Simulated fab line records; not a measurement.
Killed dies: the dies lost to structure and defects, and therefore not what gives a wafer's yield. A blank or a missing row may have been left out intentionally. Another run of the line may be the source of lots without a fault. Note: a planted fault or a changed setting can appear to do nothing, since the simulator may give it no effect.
A struck lot beside a sound one || flow n5Finfet || 37 steps out of a route of 1938
Sound: these wafers, L204.3, L204.4, L204.5. The struck wafers were L206.2, L206.4, L206.6. The cause is named last.
Each step with rows lists, per side, the tool, then ch with its chambers, then its first start. Under that, the readings that differ: sound wafers || struck wafers || difference of the means || sigmas: that difference in standard deviations of wafers without a fault.
alike: readings with means less than 2 such deviations apart, plus words and numbers identical on both sides. not compared: withheld readings, readings lacking a value on some wafer, bounds such as >300 that could conceal the same value, and numbers that have no deviation in the record and whose values overlap.
Wherever a step has rows on one side only, a row that says differs or no value, or a row with sigmas, the two part there. When numbers do not overlap yet have no deviation, they are printed without sigmas and do not part them. A reading that every wafer of one side lacks parts them only if that side has two wafers or more.

first, 9 steps without rows for these wafers: N5_BEOL_M4_ANNEAL_95 (time 240 s); N5_BEOL_M4_SPUTTER_96 (material Cu, target thk 4.5 nm, time 8.29 s); N5_BEOL_M4_ECD_50 (material Cu, target thk 300 nm); N5_BEOL_M4_ANNEAL_51 (time 90 s); N5_BEOL_M4_CMP_52 (polishes, stops on SiOC, t overpolish 6.8 s, target thk 40 nm); N5_BEOL_M4_PRE_CLEAN_60 (time 15 s); N5_BEOL_M4_CO_CAP_55 (material Co, precursor CCTBA/H2, target thk 2 nm, time 102.1 s); N5_BEOL_M4_PRE_CLEAN_56 (time 15 s); N5_BEOL_M4_DEP_57 (deposits SiCN from 3MS/NH3, target thk 8 nm, time 14 s).
N5_BEOL_M4_RC_MEAS_101:
  sound on prober-02 ch 0, day 12 14:14; struck on prober-01 ch 0, day 14 08:53
  alike: DIBL_N, DIBL_P, IOFF_N, IOFF_P, ION_N, ION_P, SS_N, SS_P, VT_N, VT_P
then, 24 steps without rows for these wafers: N5_BEOL_M5_ILD_DEP_00 (deposits SiCOH lowk from DEMS/porogen, target thk 140.64 nm, time 25.9 s); N5_BEOL_M5_CURE_79 (cures SiCOH lowk, time 240 s); N5_BEOL_M5_PECVD_70 (deposits SiO2 from TEOS/O2, target thk 16 nm, time 18 s); N5_BEOL_M5_HM_DEP_02 (deposits TiN, target thk 20 nm); N5_BEOL_M5_COAT_59 (time 60 s, resist thk 60 nm); N5_BEOL_M5_COAT_60 (time 60 s, resist thk 12 nm); N5_BEOL_M5_COAT_71 (time 60 s, resist thk 5 nm); N5_BEOL_M5_COAT_05 (resist thk 30 nm); N5_BEOL_M5_EBR_07; N5_BEOL_M5_SOFTBAKE_06 (time 60 s); N5_BEOL_M5_EXPOSE_08 (exposes mask M5, target cd 28 nm); N5_BEOL_M5_PEB_09 (peb time 60 s); N5_BEOL_M5_DEVELOP_10 (develop time 30 s); N5_BEOL_M5_DESCUM_16 (chemistry O2, time 7 s); N5_BEOL_M5_ETCH_72 (etches underlayer in N2/H2, target depth 6.5 nm, time 5.2 s); N5_BEOL_M5_ETCH_61 (etches SiARC in CF4, target depth 15.6 nm, time 26 s); N5_BEOL_M5_ETCH_62 (etches SOC in N2/H2, target depth 75 nm, overetch 15 nm, time 112.5 s); N5_BEOL_M5_STRIP_63 (strips in N2/H2); N5_BEOL_M5_STRIP_73 (strips in N2/H2); N5_BEOL_M5_STRIP_64 (strips in CF4); N5_BEOL_M5_HM_OPEN_17 (chemistry Cl2/BCl3, target TiN, target depth 20 nm, overetch 6 nm); N5_BEOL_M5_STRIP_19 (strips in O2); N5_BEOL_M5_COAT_65 (time 60 s, resist thk 60 nm); N5_BEOL_M5_COAT_66 (time 60 s, resist thk 12 nm).
-- here the record skips 4 days between the struck wafers' starts before and after, leaving off in module BEOL_M5 and picking up in module BEOL_M12 (first step shown: number 1608 of the route) --
N5_BEOL_M12_EXPOSE_07: exposes mask V11.
  sound on krfScanner-01 ch 0, day 15 14:43; struck on krfScanner-02 ch 0, day 18 00:53
{"reading": "model.BEOL_M12.overlayXNm (nm)", "sound": "-1.4 -1.4 -1.4", "struck": "37 37 37", "difference": "+38", "sigmas": ""}
  alike: mask
N5_BEOL_M12_OVL_MEAS_11:
  sound on overlay-01 ch 0, day 15 14:55; struck on overlay-02 ch 0, day 18 01:05
{"reading": "V11_OVL (nm)", "sound": "2 2 -3", "struck": "24 26 28", "difference": "+26", "sigmas": "+4"}
-- a jump in the record: the struck wafers' starts before and after are 3 days apart (it breaks off in module BEOL_M12 and resumes in module PASSIVATION, where the first step shown is number 1936 of the route) --
N5_PASSIVATION_PROBE_49:
  rows exist in the record for the struck wafers here (prober-01, day 20 14:23), but not for the sound ones

WHERE THEY PART
At N5_BEOL_M12_OVL_MEAS_11 first; at N5_PASSIVATION_PROBE_49 last (within this record only).

WHY: what had been put in by the simulator
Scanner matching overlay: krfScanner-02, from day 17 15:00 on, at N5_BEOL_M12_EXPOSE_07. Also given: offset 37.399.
